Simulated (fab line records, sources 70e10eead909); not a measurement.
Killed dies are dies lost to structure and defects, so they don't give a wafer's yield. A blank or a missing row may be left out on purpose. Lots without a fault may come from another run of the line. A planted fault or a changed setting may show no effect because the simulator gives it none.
fab line records | flow nand_harc
record lots=6 wafers=18 last_day=25
route steps=1159 shown A_WL_FILL@813
lots that met no fault: from a run of the same line without faults
start_h: hours from the record's first day to the start of the lot's first wafer shown | wait_h: hours since the lot's step before | " the same as in the row above | L1.1+2: a row that stands for several wafers | - no value, or no start given | * or withheld: withheld | < > ~ a bound
route shown NAME@n: a module of which the file shows steps, and the number in the route of the first | usual: mean/standard deviation of fault-free wafers | same: alike in all rows | chamber/n: place in a boat | sites: the reading at each site | _std_site: their standard deviation | _edge_site: outer sites' mean less inner sites' | radius_mm: how far each site lies from the wafer's centre | mask NAME#n: copy n | behind: the tool/chamber that last shaped the wafer | hold: why the lot was held/for how many hours/how that ended | device: the transistor (n, p or np) that didn't switch | end of line: the same wafers' tests at the end of the route | a step without rows: its recipe alone | killed: dies lost to structure and defects at the first sort, not the wafer's yield | map: a wafer's dies, x killed, . not, _ none there
set.NAME: the setting as run; set.NAME@STEP: as run at that earlier step | model.NAME: the simulator's own value behind a step, which no gauge read
lots at some steps of the route; a table a step, a row a wafer
services: from which hour (start_h, from the record's first day; less than 0 if before it) a tool's chamber was out of use, for how many hours, and why
## steps
# step NHARC_A_WL_FILL_CVD_03
# recipe target_thk_a=400 temp_c=300 pressure_torr=40 wf6_flow_sccm=40 h2_flow_sccm=1600 ar_flow_sccm=1560 time_s=3302 material=W
# step NHARC_A_WL_FILL_ETCHBACK_04
# recipe target_depth_a=600 time_s=120 chemistry=NF3
# step NHARC_A_WL_FILL_ETCHBACK_05
# recipe target_depth_a=220 time_s=60 temp_c=40 chemistry=Cl2/BCl3
# usual drypump_motor_current_A=5.8/0.43 oes_product_au=1.003/0.011
# columns lot.wafer tool chamber start_h wait_h drypump_motor_current_A oes_product_au rf_hours_counter_h
L929.3 rie_metal-03 1 394.54 0.1 5.7 1.008 -
L929.4 " 0 " " 5.6 1.007 -
L929.5 " 1 " " 5.7 1.001 -
L941.1 rie_metal-03 1 439.41 0.2 5.7 0.989 3.2
L941.5 " 0 " " 5.5 1.015 -
L941.6 " 1 " " 5.7 0.994 -
L935.1 rie_metal-03 0 442.18 0.2 5.6 1.026 3.5
L935.2 " 1 " " 5.7 0.988 3.5
L935.6 " 0 " " 5.6 1.019 -
L937.1 rie_metal-02 1 459.12 0.2 6.5 0.994 1.6
L937.4 " 1 " " 6.5 0.989 -
L937.6 " 1 " " 6.5 0.999 -
L946.3 rie_metal-01 1 489.37 0.1 5.8 0.988 -
L946.5 " 1 " " 5.7 0.995 -
L946.6 " 0 " " 5.9 1.008 -
L947.1 rie_metal-02 1 494.44 0.2 6.5 1.003 2.7
L947.4 " 1 " " 6.5 0.996 -
L947.6 " 1 " " 6.5 1.003 -
# step NHARC_A_WL_FILL_STRIP_27
# recipe power_w=1500 temp_c=250 time_s=20 chemistry=N2/H2
# usual drypump_motor_current_A=5.9/0.47 heater_power_w=326/53 rf_refl_power_W=21/12
# columns lot.wafer tool chamber start_h wait_h drypump_motor_current_A heater_power_w rf_hours_counter_h rf_refl_power_W
L929.4 plasma_asher-02 0 394.71 0.1 5.6 299 - 19
L929.3 " 1 " " 6.6 275 - 40
L929.5 " 0 " " 5.6 289 - 18
L941.1 plasma_asher-02 0 439.54 0.1 5.6 295 23 18
L941.5 " 0 " " 5.6 305 - 18
L941.6 " 1 " " 6.7 269 - 40
L935.2 plasma_asher-01 0 442.77 0.6 5.5 347 62 11
L935.1 " 1 " " 5.9 404 62 13
L935.6 " 0 " " 5.5 352 - 11
L937.1 plasma_asher-02 1 459.60 0.5 6.6 266 33 -
L937.4 " 0 " " 5.6 300 - -
L937.6 " 1 " " 6.7 265 - -
L946.3 plasma_asher-01 1 489.53 0.1 5.9 396 - 13
L946.6 " 1 " " 5.9 398 - 14
L946.5 " 0 " " 5.5 349 - 11
L947.1 plasma_asher-01 1 494.60 0.2 6.0 408 12 13
L947.4 " 0 " " 5.5 341 - 11
L947.6 " 0 " " 5.5 345 - 12
# step NHARC_A_WL_FILL_STRIP_28
# recipe time_s=1200 temp_c=72.5 chemistry=post_etch_residue_remover
# step NHARC_A_WL_FILL_PRECLEAN_06
# recipe time_s=300 chemistry=DIW
# step NHARC_A_WL_FILL_SRD_07
# step NHARC_A_WL_FILL_ANNEAL_08
# recipe temp_c=450 time_s=1800
# step NHARC_A_WL_FILL_ALD_10
# recipe target_thk_a=500 pulse_time_s=10 ald_cycles=500 temp_c=300 material=SiO2
# usual heater_power_w=462/44 precursor_pulse_height_rel=1.001/0.021
# columns lot.wafer tool chamber start_h wait_h heater_power_w precursor_pulse_height_rel
L929.4 ald_hk-02 2 402.51 0.6 489 1.011
L929.3 " 3 " " 421 1.043
L929.5 " 2 404.58 2.6 492 0.971
L941.1 ald_hk-03 0 449.11 3.5 443 0.995
L941.5 " 3 450.64 5.0 424 1.027
L941.6 " 0 " " 438 1.019
L935.2 ald_hk-01 3 449.22 3.6 476 0.976
L935.1 " 1 450.25 4.6 403 0.990
L935.6 " 2 " " 493 1.036
L937.1 ald_hk-03 1 465.50 3.1 505 0.966
L937.4 " 3 466.51 4.1 433 0.966
L937.6 " 1 467.53 5.2 486 1.011
L946.3 ald_hk-02 3 497.17 1.8 382 0.974
L946.5 " 0 " " 498 0.982
L946.6 " 1 " " 504 1.002
L947.1 ald_hk-01 3 500.85 1.1 492 1.033
L947.4 " 0 " " 409 0.978
L947.6 " 2 502.44 2.7 488 1.039
# step NHARC_A_WL_FILL_ETCHBACK_16
# recipe target_depth_a=880 time_s=17.6 c4f8_flow_sccm=withheld o2_flow_sccm=8 ar_flow_sccm=withheld rf_w=600 bias_w=800 chemistry=C4F8/O2/Ar
# usual oes_product_au=0.988/0.023 rf_vpp_V=724/3.6
# columns lot.wafer tool chamber start_h wait_h oes_product_au rf_hours_counter_h rf_vpp_V
L929.3 rie_diel-06 2 - - 0.965 9.1 721
L929.4 " 3 " " 0.991 9.5 718
L929.5 " 0 " " 0.972 - 723
L941.1 rie_diel-09 3 - - 0.994 0.1 729
L941.5 " 2 " " 0.995 - 728
L941.6 " 0 " " 1.012 - 724
L935.1 rie_diel-09 2 - - 1.004 0.1 728
L935.2 " 0 " " 1.003 0.1 725
L935.6 " 2 " " 1.007 - 728
L937.4 rie_diel-06 1 - - 0.994 3.2 720
L937.1 " 2 " " 0.993 3.5 723
L937.6 " 0 " " 1.008 - 722
L946.3 rie_diel-09 0 - - 0.999 2.0 724
L946.6 " 3 " " 0.993 - 729
L946.5 " 0 " " 1.009 - 724
L947.4 rie_diel-07 1 - - 0.972 2.3 722
L947.1 " 0 " " 1.002 2.5 722
L947.6 " 2 " " 0.993 - 724
# step NHARC_A_WL_FILL_STRIP_29
# recipe time_s=20 o2_flow_sccm=500 ar_flow_sccm=0 bias_w=0 chemistry=O2
# usual drypump_motor_current_A=5.7/0.44 oes_product_au=0.995/0.0089 rf_vpp_V=57.8/0.91 showerhead_plenum_p_Torr=3.55/0.12 throttle_valve_pct=17.036/0.0092
# columns lot.wafer tool chamber start_h wait_h drypump_motor_current_A oes_product_au rf_hours_counter_h rf_vpp_V showerhead_plenum_p_Torr throttle_valve_pct
L929.4 rie_diel-06 1 406.73 0.1 6.2 0.996 8.2 58.8 3.44 17.041
L929.3 " 3 " " 5.5 0.998 9.5 56.3 3.34 17.049
L929.5 " 1 " " 6.2 0.977 - 58.0 3.44 17.052
L941.1 rie_diel-09 3 453.33 0.1 4.7 0.990 0.1 57.5 3.74 17.030
L941.6 " 2 " " 5.8 0.995 - 58.4 3.67 17.039
L941.5 " 3 " " 4.7 0.997 - 56.7 3.74 17.017
L935.2 rie_diel-09 3 453.47 0.1 4.7 0.989 0.1 58.5 3.74 17.032
L935.1 " 0 " " 6.0 1.009 0.1 59.2 3.58 17.034
L935.6 " 0 " " 6.0 1.008 - 56.6 3.58 17.039
L937.1 rie_diel-06 2 470.19 0.1 5.9 0.988 3.5 57.0 3.45 17.030
L937.4 " 0 " " 5.5 1.006 3.3 57.2 3.49 17.051
L937.6 " 2 " " 6.0 0.988 - 58.0 3.45 17.026
L946.3 rie_diel-09 1 500.37 0.1 5.8 0.996 1.7 58.7 3.74 17.030
L946.5 " 2 " " 5.8 1.001 - 59.2 3.67 17.041
L946.6 " 3 " " 4.7 0.991 - 57.6 3.74 17.051
L947.1 rie_diel-07 3 504.62 0.1 6.0 1.004 2.5 55.4 3.48 17.048
L947.4 " 0 " " 6.3 1.000 2.5 57.6 3.50 17.038
L947.6 " 1 " " 5.1 0.991 - 57.2 3.46 17.041
# step NHARC_A_WL_FILL_ETCHBACK_17
# recipe target_depth_a=40 time_s=26.7 chemistry=Cl2/BCl3
# usual drypump_motor_current_A=5.8/0.47 oes_product_au=1.002/0.011
# columns lot.wafer tool chamber start_h wait_h drypump_motor_current_A oes_product_au rf_hours_counter_h
L929.4 rie_metal-02 1 406.86 - 6.5 1.012 -
L929.3 " 0 " " 5.1 1.000 -
L929.5 " 0 " " 5.1 1.016 -
L941.1 rie_metal-02 0 453.41 - 5.1 0.997 1.1
L941.5 " 0 " " 5.1 0.999 -
L941.6 " 1 " " 6.5 1.002 -
L935.1 rie_metal-01 1 453.56 - 5.8 0.969 3.3
L935.2 " 0 " " 5.9 1.011 3.3
L935.6 " 0 " " 5.9 1.000 -
L937.1 rie_metal-02 0 470.29 - 5.1 1.008 1.7
L937.4 " 1 " " 6.5 1.000 -
L937.6 " 1 " " 6.5 0.999 -
L946.3 rie_metal-01 0 500.48 - 5.9 0.844 -
L946.6 " 0 " " 5.9 0.849 -
L946.5 " 1 " " 5.7 0.993 -
L947.1 rie_metal-01 0 504.70 - 5.9 0.849 5.0
L947.4 " 0 " " 5.9 0.852 -
L947.6 " 1 " " 5.7 0.984 -
# step NHARC_A_WL_FILL_PRECLEAN_18
# recipe time_s=30 chemistry=dHF
## services
# columns tool chamber start_h hours kind
rie_diel-06 3 376.75 9.8 repair
rie_diel-09 0 385.71 - clean
rie_diel-09 1 385.71 - clean
rie_diel-09 2 385.71 - clean
rie_diel-09 3 385.71 - clean
rie_metal-02 - 388.00 9.0 pm
rie_diel-06 1 401.28 1.9 repair
rie_diel-06 - 403.74 0.7 repair
rie_diel-07 - 405.20 9.0 pm
rie_diel-09 - 409.63 0.5 repair
rie_diel-06 - 418.33 9.0 pm
rie_diel-09 - 431.10 9.0 pm
rie_diel-09 0 431.10 9.0 vent_cycle
rie_diel-09 1 431.10 9.0 vent_cycle
rie_diel-09 2 431.10 9.0 vent_cycle
plasma_asher-02 - 434.89 1.0 repair
rie_diel-06 3 436.01 8.0 repair
rie_diel-09 1 441.60 13.5 repair
rie_metal-03 - 453.00 9.0 pm
plasma_asher-01 - 453.18 9.0 pm
ald_hk-02 - 458.22 10.0 pm
rie_diel-07 1 485.86 8.3 repair
rie_diel-06 2 499.26 6.1 repair
ald_hk-03 - 503.66 10.0 pm
## key
first_sign step=NHARC_A_WL_FILL_ETCHBACK_17 reading=oes_product_au direction=down sigmas=14 usual=1.002 struck=0.849
effect none on later readings
met_at NHARC_A_WL_FILL_ETCHBACK_17
struck_wafers L946.3,L946.6,L947.1,L947.4
later_rows_left_out L947.4
sort_left_out L946.3,L946.6,L947.1,L947.4
tester_left_out L946,L947
onset_between 453.56 500.48
fault kind=process_parameter_drift tool=rie_metal-01 chamber=0 onset_h=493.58 steps=NHARC_A_WL_FILL_ETCHBACK_17 channel=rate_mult offset=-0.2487 shape=step end_h=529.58
# tester_left_out: of these lots the tester's yield and bins aren't shown, on N5 and GAA mostly nor the transistor test; their killed dies are dies lost to structure and defects alone, not to doping, threshold or leakage, so they don't give the yield
# sort_left_out: the simulated sort isn't trusted on such a fault, so these wafers' sort isn't shown, and their yield isn't known
# later_rows_left_out: the simulator's readings of these wafers behind a module that went badly wrong aren't trusted and aren't shown, but for the sort
